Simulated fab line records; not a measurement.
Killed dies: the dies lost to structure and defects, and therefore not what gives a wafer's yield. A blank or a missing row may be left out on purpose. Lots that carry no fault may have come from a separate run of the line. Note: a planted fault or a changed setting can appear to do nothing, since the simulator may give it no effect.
Chamber matching + flow nandHarc + rieDiel-06 running NHARC_P_CONTACT_ETCH_35: 4 sister chambers
The step etches the open film in CF4, target depth 39 nm, time 65 s. 8 wafers are shown with their chamber, then 12 later ones without.

== WAFERS PAIRED WITH THEIR CHAMBERS ==
| wafer  | chamber | showerheadPlenumPTorr (Torr) | drypumpMotorCurrentA (A) |
|--------|---------|------------------------------|--------------------------|
| L080.6 | 1       | 1.80                         | 5.1                      |
| L082.5 | 3       | 1.80                         | 6.5                      |
| L083.2 | 2       | 1.89                         | 6.1                      |
| L083.5 | 3       | 1.80                         | 6.4                      |
| L083.6 | 0       | 1.67                         | 5.6                      |
| L085.1 | 0       | 1.67                         | 5.6                      |
| L085.2 | 1       | 1.79                         | 5.1                      |
| L085.6 | 2       | 1.89                         | 6.1                      |

== WAFERS WHOSE CHAMBER IS MISSING ==
| wafer  | showerheadPlenumPTorr (Torr) | drypumpMotorCurrentA (A) |
|--------|------------------------------|--------------------------|
| L089.3 | 1.89                         | 6.1                      |
| L089.5 | 1.80                         | 6.4                      |
| L089.6 | 1.89                         | 6.1                      |
| L088.1 | 1.67                         | 5.6                      |
| L088.3 | 1.80                         | 6.5                      |
| L088.6 | 1.89                         | 6.1                      |
| L091.1 | 1.89                         | 6.1                      |
| L091.3 | 1.80                         | 6.5                      |
| L091.6 | 1.67                         | 5.6                      |
| L093.2 | 1.67                         | 5.6                      |
| L093.3 | 1.89                         | 6.1                      |
| L093.5 | 1.67                         | 5.6                      |

== WHICH CHAMBER EACH WENT THROUGH ==
| wafer  | from the rows above | in truth |
|--------|---------------------|----------|
| L089.3 | 2                   | 2        |
| L089.5 | 3                   | 3        |
| L089.6 | 2                   | 2        |
| L088.1 | 0                   | 0        |
| L088.3 | 3                   | 3        |
| L088.6 | 2                   | 2        |
| L091.1 | 2                   | 2        |
| L091.3 | 3                   | 3        |
| L091.6 | 0                   | 0        |
| L093.2 | 0                   | 0        |
| L093.3 | 2                   | 2        |
| L093.5 | 0                   | 0        |
Correctly placed: 12 of 12. Can't be placed from these rows: 0. Placed wrongly: 0.
How it was worked out, from the rows above alone: a wafer's distance from a chamber is the root of the sum, over the readings, of the square of ((its reading less the chamber's mean) divided by the reading's scatter). The wafer belongs to the nearest chamber; if the next one is less than 2 further off, it can't be placed. For every chamber, the mean is computed from those of its wafers that are shown. The scatter is the square root of a quotient: the sum, over the shown wafers, of each reading's squared deviation from its chamber's mean, divided by wafers minus chambers.
